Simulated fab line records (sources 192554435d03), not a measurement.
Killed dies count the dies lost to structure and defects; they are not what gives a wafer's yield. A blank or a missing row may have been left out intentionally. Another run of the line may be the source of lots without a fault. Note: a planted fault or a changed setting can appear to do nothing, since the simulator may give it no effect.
fab line records    flow n5_finfet
record: lots: 8  wafers: 22  last_day: 18
route steps=1938 shown BEOL_M0_SAQP@662 BEOL_M4@1111 PASSIVATION@1936
lots that met no fault: taken from a fault-free run of the same line
start_h: hours from the record's opening day to when the first of the lot's shown wafers began    wait_h: hours from the lot's prior step to this one    " unchanged from the row above    L1.1+2: a row that stands for several wafers    - either no value or no given start    * or withheld: withheld    < > ~ a bound
route shown NAME@n: names a module that has steps shown in the file, with the first one's number in the route    usual: average and standard deviation across the fault-free wafers    same: alike in all rows    chamber/n: place in a boat    sites: per-site readings    _std_site: their standard deviation    _edge_site: the outer-site mean with the inner-site mean subtracted    radius_mm: for every site, how far away it sits from the centre of the wafer    mask NAME#n: copy n    behind: the most recent tool/chamber to have shaped the wafer    hold: why the lot was held/for how many hours/how that ended    device: the n, p or np transistor that did not switch    end of line: tests of these same wafers at the route's end    a step given without rows: its recipe and nothing more    killed: dies lost to structure and defects at the first sort, not the wafer's yield    map: the dies of a wafer, with x for killed, . for not killed, _ for no die there
set.NAME: the setting that was run; set.NAME@STEP: the one run at that earlier step    model.NAME: the simulator's own value behind a step, which no gauge read
steps of the route over a sample of lots; a table a step, a row a wafer
services: a tool's chamber out of use, with start hour (start_h, from the record's first day; less than 0 if before it), hours out, and reason
== steps ==
step: N5_BEOL_M0_SAQP_RECESS_114
recipe: chemistry: HF/NH3  target: SiO2  target_depth_a: 144  afs_cycles: 3  temp_c: 30  sublimation_temp_c: 180  sublimation_time_s: 60
usual: drypump_motor_current_A: 5.4/0.53
lot.wafer  tool           chamber  start_h  wait_h  drypump_motor_current_A
L312.1     vapor_etch-02  0        143.96   0.0     4.9
L312.3     "              0        "        "       4.9
L312.6     "              0        "        "       4.9
L314.1     vapor_etch-02  0        159.05   0.0     4.9
L314.2     "              1        "        "       6.2
L314.4     "              0        "        "       4.9
L316.1     vapor_etch-01  0        172.89   0.0     5.2
L316.2     "              1        "        "       5.1
L316.6     "              1        "        "       5.1
L318.1     vapor_etch-02  1        186.26   0.0     6.2
L318.3     "              0        "        "       4.9
L318.6     "              1        "        "       6.2
L321.2     vapor_etch-02  1        204.88   0.0     6.2
L321.4     "              1        "        "       6.2
L324.3     vapor_etch-01  1        217.63   0.1     5.1
L324.4     "              0        "        "       5.2
L324.6     "              1        "        "       5.1
L327.2     vapor_etch-01  1        236.82   0.0     5.1
L327.4     "              1        "        "       5.1
L329.2     vapor_etch-02  0        254.03   0.0     4.9
L329.4     "              0        "        "       4.9
L329.5     "              1        "        "       6.2
step: N5_BEOL_M0_SAQP_SPACER1_ETCHBACK_99
recipe: chemistry: CHF3/O2  mode: anisotropic_etchback  target: SiO2  target_depth_a: 154  time_s: 7.7  pressure_mtorr: 30  source_w: 650  bias_w: 170  Ar_flow_sccm: 200  CHF3_flow_sccm: 50  O2_flow_sccm: 5  ion_energy_ev: 200
usual: chamber_pressure_mTorr: 30.00/0.031  drypump_motor_current_A: 5.9/0.35  oes_product_au: 0.81/0.095  rf_vpp_V: 524/8.8  showerhead_plenum_p_Torr: 2.41/0.08  throttle_valve_pct: 18.90/0.24
lot.wafer  tool         chamber  start_h  wait_h  chamber_pressure_mTorr  drypump_motor_current_A  oes_product_au  rf_hours_counter_h  rf_vpp_V  showerhead_plenum_p_Torr  throttle_valve_pct
L312.1     rie_diel-04  1        145.61   0.3     29.95                   5.8                      0.68            231                 513       2.39                      19.17
L312.3     "            0        "        "       30.02                   6.3                      0.68            243                 535       2.27                      19.17
L312.6     "            0        "        "       29.97                   6.3                      0.68            -                   536       2.27                      19.16
L314.1     rie_diel-06  1        159.91   0.3     29.98                   5.9                      0.68            244                 524       2.27                      19.07
L314.2     "            2        "        "       30.02                   5.9                      0.75            126                 524       2.51                      18.56
L314.4     "            3        "        "       29.97                   5.9                      0.86            61                  532       2.36                      19.25
L316.1     rie_diel-02  0        173.79   0.3     30.04                   6.5                      0.70            221                 526       2.29                      19.04
L316.2     "            1        "        "       29.99                   5.9                      0.75            147                 530       2.41                      19.10
L316.6     "            0        "        "       30.00                   6.5                      0.70            -                   526       2.29                      19.04
L318.1     rie_diel-02  0        187.12   0.3     30.02                   6.5                      0.70            226                 528       2.29                      19.05
L318.3     "            2        "        "       30.05                   5.2                      0.90            26                  530       2.46                      18.82
L318.6     "            2        "        "       29.99                   5.2                      0.91            -                   530       2.46                      18.81
L321.2     rie_diel-06  0        206.05   0.3     29.99                   5.9                      0.90            38                  520       2.46                      18.57
L321.4     "            1        "        "       29.95                   5.9                      1.02            1                   532       2.56                      18.68
L324.3     rie_diel-06  2        218.37   0.3     29.96                   5.9                      0.73            146                 525       2.50                      18.58
L324.4     "            1        "        "       29.97                   5.9                      0.99            5                   532       2.55                      18.71
L324.6     "            3        "        "       29.96                   5.8                      0.84            -                   531       2.35                      19.27
L327.2     rie_diel-02  1        238.04   0.3     29.99                   5.9                      0.73            165                 531       2.40                      19.12
L327.4     "            2        "        "       30.03                   5.3                      0.87            42                  530       2.45                      18.83
L329.2     rie_diel-06  1        255.19   0.3     30.00                   5.9                      0.95            15                  531       2.55                      18.71
L329.4     "            3        "        "       29.97                   5.8                      0.81            90                  532       2.34                      19.29
L329.5     "            2        "        "       30.02                   5.9                      0.72            -                   525       2.49                      18.60
step: N5_BEOL_M0_SAQP_ETCH_101
recipe: chemistry: CH3F/O2  target: SiNx  mask_material: SiO2  target_depth_a: 299  time_s: 42.7  pressure_mtorr: 30  source_w: 395  bias_w: 73  Ar_flow_sccm: 150  CH3F_flow_sccm: 30  O2_flow_sccm: 20  ion_energy_ev: 120
usual: chamber_pressure_mTorr: 30.001/0.025  drypump_motor_current_A: 5.9/0.32  oes_product_au: 0.82/0.092  rf_vpp_V: 298/4.5  showerhead_plenum_p_Torr: 2.01/0.071  throttle_valve_pct: 16.34/0.23
lot.wafer  tool         chamber  start_h  wait_h  chamber_pressure_mTorr  drypump_motor_current_A  oes_product_au  rf_hours_counter_h  rf_vpp_V  showerhead_plenum_p_Torr  throttle_valve_pct
L312.1     rie_diel-02  1        145.84   0.0     30.030                  5.9                      0.76            137                 300       2.00                      16.55
L312.3     "            3        "        "       29.996                  5.9                      0.91            24                  288       2.06                      16.26
L312.6     "            1        "        "       29.987                  5.9                      0.77            -                   300       2.00                      16.54
L314.1     rie_diel-06  1        160.14   0.0     30.038                  5.9                      0.69            244                 298       1.88                      16.57
L314.2     "            0        "        "       30.015                  5.9                      0.92            22                  297       2.06                      16.00
L314.4     "            2        "        "       30.020                  5.9                      0.75            126                 297       2.09                      16.07
L316.1     rie_diel-06  1        174.04   0.0     29.969                  5.9                      0.69            248                 296       1.88                      16.58
L316.2     "            2        "        "       30.032                  5.9                      0.74            131                 299       2.09                      16.07
L316.6     "            0        "        "       30.019                  5.8                      0.91            -                   297       2.05                      16.02
L318.1     rie_diel-02  0        187.36   0.0     30.004                  6.5                      0.70            226                 298       1.89                      16.51
L318.3     "            3        "        "       30.010                  5.9                      0.88            38                  287       2.05                      16.30
L318.6     "            0        "        "       30.005                  6.5                      0.70            -                   299       1.89                      16.52
L321.2     rie_diel-02  1        206.29   0.0     29.983                  5.9                      0.63            155                 301       2.00                      16.54
L321.4     "            0        "        "       30.004                  6.5                      0.69            231                 298       1.89                      16.50
L324.3     rie_diel-02  2        218.61   0.0     30.035                  5.3                      0.89            36                  302       2.04                      16.28
L324.4     "            3        "        "       30.001                  5.9                      0.87            48                  287       2.05                      16.32
L324.6     "            2        "        "       29.962                  5.3                      0.75            -                   300       2.04                      16.26
L327.2     rie_diel-02  0        238.28   0.0     29.960                  6.5                      0.59            241                 299       1.89                      16.52
L327.4     "            2        "        "       29.982                  5.2                      0.88            42                  301       2.04                      16.29
L329.2     rie_diel-06  3        255.53   0.1     30.001                  5.9                      0.82            90                  302       1.94                      16.70
L329.4     "            2        "        "       29.981                  5.9                      0.72            155                 297       2.08                      16.12
L329.5     "            0        "        "       29.988                  5.9                      0.86            -                   298       2.05                      16.07
step: N5_BEOL_M0_SAQP_ETCH_102
recipe: chemistry: CF4  target: SiO2  target_depth_a: 40  ion_energy_ev: 350  time_s: 4.4  pressure_mtorr: 10  icp_w: 800  bias_w: 400  cf4_flow_sccm: 80
usual: chamber_pressure_mTorr: 10.000/0.0098  drypump_motor_current_A: 5.5/0.47  oes_product_au: 1.007/0.016  throttle_valve_pct: 21.81/0.25
lot.wafer  tool       chamber  start_h  wait_h  chamber_pressure_mTorr  drypump_motor_current_A  oes_product_au  rf_hours_counter_h  throttle_valve_pct
L312.1     rie_si-03  2        145.95   0.1     9.999                   5.9                      0.985           184                 21.96
L312.3     "          3        "        "       9.999                   6.1                      1.012           69                  21.66
L312.6     "          2        "        "       9.998                   5.9                      0.981           -                   21.96
L314.1     rie_si-02  2        160.25   0.1     10.016                  6.3                      1.038           178                 21.57
L314.2     "          3        "        "       9.992                   6.0                      1.019           61                  21.61
L314.4     "          0        "        "       9.999                   5.1                      1.006           187                 22.05
L316.1     rie_si-03  3        174.14   0.1     9.991                   6.1                      1.024           70                  21.67
L316.2     "          0        "        "       10.009                  5.8                      0.999           3                   21.77
L316.6     "          2        "        "       9.984                   5.9                      0.981           -                   21.95
L318.1     rie_si-05  3        187.47   0.1     10.005                  5.0                      0.983           125                 22.33
L318.3     "          0        "        "       9.983                   4.9                      1.004           36                  21.63
L318.6     "          1        "        "       9.987                   5.9                      0.998           -                   21.93
L321.2     rie_si-05  2        206.39   0.1     10.004                  5.1                      0.443           62                  21.29
L321.4     "          3        "        "       10.003                  5.1                      0.989           125                 22.34
L324.3     rie_si-03  3        218.71   0.1     10.004                  6.2                      1.009           71                  21.67
L324.4     "          1        "        "       10.005                  5.5                      1.000           163                 21.98
L324.6     "          2        "        "       9.996                   5.9                      0.494           -                   21.78
L327.2     rie_si-05  3        238.38   0.1     10.014                  5.0                      0.443           126                 22.14
L327.4     "          1        "        "       9.992                   5.9                      0.997           83                  21.91
L329.2     rie_si-05  0        255.64   0.1     9.992                   4.9                      1.000           37                  21.62
L329.4     "          3        "        "       9.987                   5.0                      0.992           126                 22.33
L329.5     "          2        "        "       9.984                   5.1                      1.026           -                   21.51
step: N5_BEOL_M0_SAQP_MANDREL_ETCH_103
recipe: chemistry: HBr/Cl2  target: a-Si  target_depth_a: 450  bt_time_s: 10  stop_on: SiCN  mask_material: SiO2  over_etch_frac: 0.8  time_s: 27  pressure_mtorr: 10  icp_w: 800  bias_w: 75  HBr_flow_sccm: 150  Cl2_flow_sccm: 80  ends: end_point
usual: chamber_pressure_mTorr: 10.000/0.0085  drypump_motor_current_A: 5.6/0.47  oes_product_au: 0.685/0.0091  throttle_valve_pct: 35.42/0.28
lot.wafer  tool       chamber  start_h  wait_h  chamber_pressure_mTorr  drypump_motor_current_A  oes_product_au  rf_hours_counter_h  throttle_valve_pct
L312.1     rie_si-03  2        145.98   0.0     10.002                  5.9                      0.687           184                 35.68
L312.3     "          3        "        "       10.004                  6.1                      0.678           69                  35.35
L312.6     "          2        "        "       10.002                  5.9                      0.693           -                   35.64
L314.1     rie_si-02  2        160.28   0.0     9.983                   6.3                      0.689           178                 34.88
L314.2     "          3        "        "       10.005                  6.1                      0.688           61                  35.47
L314.4     "          0        "        "       9.997                   5.2                      0.678           187                 35.32
L316.1     rie_si-03  3        174.18   0.0     10.025                  6.2                      0.689           70                  35.33
L316.2     "          0        "        "       9.992                   5.8                      0.695           4                   35.64
L316.6     "          2        "        "       9.996                   5.9                      0.678           -                   35.65
L318.1     rie_si-05  3        187.50   0.0     9.994                   5.0                      0.679           125                 35.80
L318.3     "          0        "        "       9.996                   4.9                      0.671           36                  35.46
L318.6     "          1        "        "       10.013                  5.9                      0.679           -                   35.55
L321.2     rie_si-05  2        206.43   0.0     9.987                   5.1                      0.680           62                  35.09
L321.4     "          3        "        "       9.996                   5.1                      0.691           125                 35.77
L324.3     rie_si-03  3        218.74   0.0     10.007                  6.2                      0.675           71                  35.34
L324.4     "          1        "        "       10.006                  5.5                      0.691           163                 35.87
L324.6     "          2        "        "       10.005                  5.9                      0.683           -                   35.67
L327.2     rie_si-05  3        238.42   0.0     10.004                  5.0                      0.692           126                 35.80
L327.4     "          1        "        "       10.005                  5.9                      0.682           83                  35.54
L329.2     rie_si-05  0        255.67   0.0     9.996                   4.9                      0.663           37                  35.47
L329.4     "          3        "        "       10.002                  5.0                      0.694           126                 35.76
L329.5     "          2        "        "       10.002                  5.1                      0.686           -                   35.06
step: N5_BEOL_M4_RC_MEAS_101
usual: DIBL_N: 37.1/1.8  DIBL_P: 37.2/2.1  IOFF_N: 0.17/0.033  IOFF_P: 0.22/0.037  ION_N: 680/11  ION_P: 464/7.7  SS_N: 71.7/0.63  SS_P: 73.6/0.67  VT_N: 248.9/2.9  VT_P: -251/3.6
lot.wafer  tool       chamber  start_h  wait_h  DIBL_N[mV/V]  DIBL_P[mV/V]  IOFF_N[nA/um]  IOFF_P[nA/um]  ION_N[uA/um]  ION_P[uA/um]  SS_N[mV/dec]  SS_P[mV/dec]  VT_N[mV]  VT_P[mV]
L312.1     prober-02  0        211.27   0.0     36.6          35.3          0.14           0.16           663           449           72.0          72.9          253.8     -254
L312.3     "          0        "        "       37.9          38.5          0.18           0.22           684           464           72.4          74.1          248.7     -253
L312.6     "          0        "        "       38.8          38.1          0.19           0.21           681           463           71.7          74.2          249.6     -253
L314.1     prober-01  0        219.82   0.0     37.7          37.9          0.15           0.19           665           458           71.3          74.0          251.8     -255
L314.2     "          0        "        "       37.6          37.6          0.16           0.18           673           454           71.9          72.9          252.4     -257
L314.4     "          0        "        "       34.5          35.4          0.11           0.15           655           452           70.6          73.1          255.9     -258
L316.1     prober-02  0        235.71   0.0     35.7          37.0          0.14           0.18           663           455           72.0          73.9          250.1     -254
L316.2     "          0        "        "       38.2          41.7          0.21           0.25           690           469           71.6          75.1          245.4     -252
L316.6     "          0        "        "       34.0          35.3          0.13           0.17           665           462           70.7          73.4          251.2     -255
L318.1     prober-02  0        259.07   0.0     39.2          40.1          0.20           0.23           673           452           72.7          74.4          249.5     -252
L318.3     "          0        "        "       37.0          38.1          0.16           0.19           679           458           71.3          74.2          249.1     -253
L318.6     "          0        "        "       38.2          39.8          0.20           0.23           686           465           72.0          74.5          248.2     -250
L321.2     prober-02  0        281.90   0.2     38.3          39.1          0.20           0.21           682           458           72.4          73.3          247.9     -251
L321.4     "          0        "        "       36.9          39.4          0.18           0.22           683           467           71.5          73.8          246.6     -250
L324.3     prober-01  0        286.94   0.6     33.3          35.1          0.13           0.18           675           461           70.6          73.1          252.0     -251
L324.4     "          0        "        "       34.7          36.7          0.14           0.21           682           465           70.8          72.9          249.0     -250
L324.6     "          0        "        "       34.8          38.0          0.15           0.23           678           470           71.7          74.3          249.5     -248
L327.2     prober-01  0        318.01   0.2     38.4          37.9          0.20           0.24           695           469           72.2          74.3          243.4     -249
L327.4     "          0        "        "       37.3          35.7          0.17           0.21           666           461           71.5          73.1          249.1     -252
L329.2     prober-02  0        325.78   0.2     40.8          40.8          0.27           0.34           703           477           73.1          74.0          242.1     -241
L329.4     "          0        "        "       35.2          34.0          0.13           0.20           677           463           72.0          72.0          251.3     -248
L329.5     "          0        "        "       37.1          36.9          0.18           0.25           679           467           71.7          73.6          248.0     -244
step: N5_PASSIVATION_PROBE_49
usual: defect_limited_yield: 91.7/1.5  killed_at_M0_to_M3: 32/10  killed_at_M4_up: 14/5.3  killed_at_contacts: 13/5.7  killed_at_front_end: 37/10  killed_at_other: 3.3/2.5  killed_dies: 98/18  killed_open: 65/13  killed_short: 31/7.5  sort_bin_5_function: 4.9/0.91  sort_bin_6_memory: 3.1/0.71  sort_n_pass: 1082/18  sort_yield_pct: 91.7/1.5
same: gross_dies: 1180  killed_at_back_side: 0  sort_bin_4_leakage[%]: 0  sort_bin_8_speed[%]: 0
lot.wafer  tool       chamber  start_h  wait_h  defect_limited_yield[%]  killed_at_M0_to_M3  killed_at_M4_up  killed_at_contacts  killed_at_front_end  killed_at_other  killed_dies  killed_open  killed_short  sort_bin_5_function[%]  sort_bin_6_memory[%]  sort_n_pass  sort_yield_pct[%]
L314.1     prober-01  -        332.95   0.0     92.3                     32                  10               10                  39                   0                91           60           30            4.8                     2.5                   1089         92.3
L314.2     prober-01  -        333.00   0.1     91.5                     31                  12               9                   48                   0                100          59           41            5.4                     2.7                   1080         91.5
L314.4     prober-01  -        333.10   0.2     93.0                     27                  9                6                   39                   2                83           43           39            3.5                     3.3                   1097         93.0
L318.1     prober-02  -        360.48   0.0     88.8                     39                  16               22                  51                   4                132          79           46            6.4                     3.7                   1048         88.8
L318.3     prober-02  -        360.58   0.1     90.4                     38                  15               14                  45                   1                113          76           32            5.8                     3.4                   1067         90.4
L318.6     prober-02  -        360.73   0.3     91.8                     37                  14               19                  24                   3                97           66           29            4.8                     3.2                   1083         91.8
L321.2     prober-01  -        386.60   0.1     91.1                     47                  18               6                   32                   2                105          63           40            4.2                     4.3                   1075         91.1
L321.4     prober-01  -        386.70   0.2     94.6                     23                  13               4                   22                   2                64           40           20            2.7                     2.4                   1116         94.6
L324.3     prober-02  -        399.07   0.1     94.7                     26                  10               13                  11                   3                63           42           21            3.1                     2.0                   1117         94.7
L324.4     prober-02  -        399.12   0.2     93.3                     36                  9                10                  23                   1                79           47           32            3.5                     3.1                   1101         93.3
L324.6     prober-02  -        399.22   0.3     91.9                     32                  11               12                  38                   2                95           66           29            4.7                     3.4                   1085         91.9
L327.2     prober-02  -        428.52   0.1     91.3                     28                  16               10                  44                   5                103          74           29            5.1                     3.3                   1077         91.3
L327.4     prober-02  -        428.62   0.2     90.0                     39                  20               9                   46                   4                118          85           33            5.8                     4.1                   1062         90.0
killed by level:class
L314.1 FIN_SAQP:geometric_particle:short=13 BEOL_M3:geometric_particle:open=9 STI_FIN_REVEAL:geometric_particle:open=8 MOL_CONTACT_COAG:geometric_particle:open=8 BEOL_M1:geometric_particle:open=7 FIN_SAQP:geometric_particle:open=5 BEOL_M0_SAQP:geometric_particle:open=4 BEOL_M0_SAQP:geometric_particle:short=4
L314.2 FIN_SAQP:geometric_particle:short=17 STI_FIN_REVEAL:geometric_particle:open=10 BEOL_M0_SAQP:geometric_particle:short=9 FIN_SAQP:geometric_particle:open=8 BEOL_M0_SAQP:geometric_particle:open=8 MOL_CONTACT_COAG:geometric_particle:open=7 BEOL_M2:geometric_particle:open=7 BEOL_M4:geometric_particle:open=5
L314.4 FIN_SAQP:geometric_particle:short=10 STI_FIN_REVEAL:geometric_particle:open=9 MOL_CONTACT_COAG:geometric_particle:open=6 BEOL_M0_SAQP:geometric_particle:short=6 GATE_CUT:geometric_particle:short=4 STARTING-WAFER:geometric_particle:short=4 FIN_SAQP:geometric_particle:open=3 BEOL_M0_SAQP:geometric_particle:open=3
L318.1 FIN_SAQP:geometric_particle:open=15 MOL_CONTACT_COAG:geometric_particle:open=13 MOL_CONTACT_COAG:geometric_particle:short=9 FIN_SAQP:geometric_particle:short=8 BEOL_M0_SAQP:geometric_particle:short=8 BEOL_M1:geometric_particle:open=7 BEOL_M0_SAQP:geometric_particle:open=5 BEOL_M0:geometric_particle:open=4
L318.3 BEOL_M1:geometric_particle:open=14 FIN_SAQP:geometric_particle:open=12 MOL_CONTACT_COAG:geometric_particle:open=12 BEOL_M0_SAQP:geometric_particle:short=7 BEOL_M4:geometric_particle:open=7 DUMMY_GATE:geometric_particle:open=6 BEOL_M0_SAQP:geometric_particle:open=5 BEOL_M1:geometric_particle:short=5
L318.6 MOL_CONTACT_COAG:geometric_particle:open=15 BEOL_M0_SAQP:geometric_particle:open=11 BEOL_M1:geometric_particle:open=10 FIN_SAQP:geometric_particle:open=7 BEOL_M0_SAQP:geometric_particle:short=7 FIN_SAQP:geometric_particle:short=5 BEOL_M4:geometric_particle:open=5 STI_FIN_REVEAL:geometric_particle:open=4
L321.2 BEOL_M0_SAQP:geometric_particle:short=16 BEOL_M0_SAQP:geometric_particle:open=11 BEOL_M1:geometric_particle:open=6 BEOL_M3:geometric_particle:open=6 BEOL_M8:geometric_particle:open=6 FIN_SAQP:geometric_particle:open=5 MOL_CONTACT_COAG:geometric_particle:open=5 FIN_SAQP:geometric_particle:short=4
L321.4 FIN_SAQP:geometric_particle:open=5 BEOL_M0_SAQP:geometric_particle:open=5 FIN_SAQP:geometric_particle:short=4 MOL_CONTACT_COAG:geometric_particle:open=4 BEOL_M0_SAQP:geometric_particle:short=4 BEOL_M1:geometric_particle:open=3 BEOL_M2:geometric_particle:open=3 BEOL_M4:geometric_particle:open=3
L324.3 MOL_CONTACT_COAG:geometric_particle:open=11 BEOL_M2:geometric_particle:open=7 BEOL_M4:geometric_particle:open=6 BEOL_M0_SAQP:geometric_particle:short=5 BEOL_M0_SAQP:geometric_particle:open=5 DUMMY_GATE:geometric_particle:open=4 BEOL_M1:geometric_particle:open=3 FIN_SAQP:geometric_particle:short=2
L324.4 BEOL_M2:geometric_particle:open=11 MOL_CONTACT_COAG:geometric_particle:open=9 BEOL_M0_SAQP:geometric_particle:short=9 BEOL_M0_SAQP:geometric_particle:open=6 FIN_SAQP:geometric_particle:short=5 BEOL_M2:geometric_particle:short=5 DUMMY_GATE:geometric_particle:open=4 BEOL_M4:geometric_particle:open=4
L324.6 STI_FIN_REVEAL:geometric_particle:open=16 BEOL_M2:geometric_particle:open=10 MOL_CONTACT_COAG:geometric_particle:open=9 BEOL_M0_SAQP:geometric_particle:open=7 BEOL_M4:geometric_particle:open=7 BEOL_M0_SAQP:geometric_particle:short=5 GATE_CUT:geometric_particle:short=4 BEOL_M1:geometric_particle:open=4
L327.2 STI_FIN_REVEAL:geometric_particle:open=14 MOL_CONTACT_COAG:geometric_particle:open=8 BEOL_M3:geometric_particle:open=7 BEOL_M4:geometric_particle:open=6 STI_FIN_REVEAL:geometric_particle:short=5 BEOL_M0_SAQP:geometric_particle:open=5 DUMMY_GATE:geometric_particle:open=4 BEOL_M2:geometric_particle:open=4
L327.4 STI_FIN_REVEAL:geometric_particle:open=15 BEOL_M2:geometric_particle:open=11 MOL_CONTACT_COAG:geometric_particle:open=9 FIN_SAQP:geometric_particle:open=8 BEOL_M1:geometric_particle:open=7 BEOL_M0_SAQP:geometric_particle:short=6 FIN_SAQP:geometric_particle:short=5 BEOL_M4:geometric_particle:open=5
== services ==
tool         chamber  start_h  hours  kind
rie_si-03    3        124.66   11.5   repair
rie_diel-02  2        161.44   8.3    repair
rie_si-02    0        175.06   1.9    repair
rie_diel-06  1        180.43   -      clean
rie_diel-06  1        180.43   -      consumable_replace:focus_ring
rie_diel-06  1        180.43   -      consumable_replace:showerhead
rie_diel-02  1        183.49   5.8    repair
rie_si-02    -        194.53   0.6    repair
rie_diel-02  -        199.34   2.8    pm
rie_si-02    0        216.15   -      clean
rie_si-02    0        216.15   25.4   scheduled_down
rie_si-02    0        216.15   25.4   vent_cycle
rie_diel-04  0        228.92   -      clean
rie_diel-04  0        228.92   -      consumable_replace:focus_ring
rie_diel-04  0        228.92   -      consumable_replace:showerhead
rie_diel-04  0        228.92   27.6   scheduled_down
rie_diel-04  0        228.92   27.6   vent_cycle
rie_si-03    2        241.50   -      clean
rie_si-03    2        241.50   21.4   scheduled_down
rie_si-03    2        241.50   21.4   vent_cycle
== key ==
first_sign: step: N5_BEOL_M0_SAQP_ETCH_102  reading: oes_product_au  direction: down  sigmas: 35  usual: 1.007  struck: 0.460
effect none on later readings
met_at N5_BEOL_M0_SAQP_ETCH_101
struck_lots L321,L324,L327
struck_wafers L321.2,L324.6,L327.2
not_acting_at N5_BEOL_M0_SAQP_RECESS_114,N5_BEOL_M0_SAQP_SPACER1_ETCHBACK_99,N5_BEOL_M0_SAQP_MANDREL_ETCH_103
onset_between 187.36 206.29
fault: kind: process_parameter_drift  tool: rie_diel-02  chamber: -  onset_h: 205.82  steps: N5_BEOL_M0_SAQP_ETCH_101  channel: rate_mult  offset: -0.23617  shape: step  end_h: 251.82  scope: struck_wafers_only
